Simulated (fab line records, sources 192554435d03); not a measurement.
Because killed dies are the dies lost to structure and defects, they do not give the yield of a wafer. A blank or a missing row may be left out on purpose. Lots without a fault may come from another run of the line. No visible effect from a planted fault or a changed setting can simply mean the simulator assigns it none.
2 desks looking at one fault | flow n5 finfet | each desk holds nothing but its own numbers, with what lay behind them at the end

== AT THE METROLOGY DESK ==
What the gauges read for every lot (on any tool): the sampled wafers with a number, averaged. Marked OUT: a lot whose mean sits more than 4 standard deviations from the usual mean, which makes it out of limits; the brackets give that distance. It has 10 readings; the 7 that lie furthest out on some lot are the ones shown.
Columns: A = DIBL_N at N5_BEOL_M4_RC_MEAS_101, usual 36.0 mV/V; B = DIBL_P at N5_BEOL_M4_RC_MEAS_101, usual 35.8 mV/V; C = IOFF_P at N5_BEOL_M4_RC_MEAS_101, usual 0.20 nA/um; D = ION_N at N5_BEOL_M4_RC_MEAS_101, usual 670 uA/um; E = ION_P at N5_BEOL_M4_RC_MEAS_101, usual 459 uA/um; F = SS_P at N5_BEOL_M4_RC_MEAS_101, usual 73.2 mV/dec; G = VT_P at N5_BEOL_M4_RC_MEAS_101, usual -252 mV
lot  | first seen here | A    | B    | C    | D   | E   | F    | G
L824 | day 9 11:49     | 35.6 | 34.2 | 0.18 | 660 | 455 | 72.7 | -254
L826 | day 9 22:49     | 36.2 | 36.4 | 0.20 | 668 | 454 | 73.3 | -252
L829 | day 10 23:28    | 35.8 | 36.0 | 0.19 | 666 | 453 | 73.4 | -252
L831 | day 11 05:56    | 35.3 | 34.4 | 0.16 | 655 | 446 | 72.5 | -256
L833 | day 11 12:44    | 36.0 | 36.0 | 0.17 | 670 | 452 | 73.0 | -258
L836 | day 11 22:16    | 37.6 | 39.0 | 0.21 | 678 | 457 | 73.6 | -252
L838 | day 12 20:21    | 35.8 | 34.5 | 0.17 | 662 | 452 | 73.3 | -254
L842 | day 14 05:24    | 34.8 | 33.2 | 0.17 | 669 | 458 | 72.9 | -254
L845 | day 15 06:46    | 36.0 | 36.4 | 0.23 | 678 | 467 | 74.0 | -250
L846 | day 15 11:20    | 33.1 | 32.2 | 0.14 | 648 | 446 | 72.2 | -257
Result from this desk: across the 10 lots, nothing is out of limits.

== TOOL OWNER'S DESK, rie diel-02 ==
The tool's own readings at N5_BEOL_M2_VIA_ETCH_34 (etches the open film in C4F6/O2, target depth 69.4 nm, time 65.9 s): means of the sampled wafers that have a number, for each lot that ran on this tool. Marked OUT: a lot whose mean sits more than 4 standard deviations from the usual mean, which makes it out of limits; the brackets give that distance.
Columns: A = drypump motor current A at N5_BEOL_M2_VIA_ETCH_34, usual 5.7 A; B = oes product au at N5_BEOL_M2_VIA_ETCH_34, usual 0.77 a.u.; C = rf vpp V at N5_BEOL_M2_VIA_ETCH_34, usual 660 V; D = run length s at N5_BEOL_M2_VIA_ETCH_34, usual 89.2 s; E = showerhead plenum p Torr at N5_BEOL_M2_VIA_ETCH_34, usual 2.85 Torr; F = throttle valve pct at N5_BEOL_M2_VIA_ETCH_34, usual 30.73 %
lot  | first seen here | A   | B    | C   | D               | E    | F
L824 | day 7 07:38     | 6.2 | 0.94 | 661 | 88.8            | 2.96 | 30.38
L831 | day 9 09:46     | 5.6 | 0.77 | 658 | 89.0            | 2.94 | 30.81
L836 | day 10 08:34    | 5.4 | 0.76 | 653 | 91.2 (+5.9) OUT | 2.84 | 30.76
L833 | day 10 11:42    | 5.1 | 0.68 | 656 | 91.0 (+5.3) OUT | 2.85 | 30.99
L838 | day 10 15:20    | 6.1 | 0.85 | 658 | 90.8 (+4.8) OUT | 2.92 | 30.48
Finding of this desk: L833, L836, L838 out of limits; the first was L836 at day 10 08:34, on run length s at N5_BEOL_M2_VIA_ETCH_34. In limits: L824, L831.

== ALL TOGETHER ==
An alarm could have come from the tool owner's desk at day 10 08:34, on L833, L836, L838.
At the metrology desk, nothing out of limits was observed.
The metrology desk has L833, L836, L838 on record, within its limits.
Of the lots named, all ran N5_BEOL_M2_VIA_ETCH_34 on rie diel-02.

== WHAT HAD BEEN PUT IN BY THE SIMULATOR ==
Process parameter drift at N5_BEOL_M2_VIA_ETCH_34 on rie diel-02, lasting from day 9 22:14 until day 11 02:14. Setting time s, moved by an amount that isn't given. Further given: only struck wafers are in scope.
Lots struck among those shown: L833, L836, L838.
Delay in hours, fault start to first out-of-limits reading, by desk: the tool owner's desk at 10.
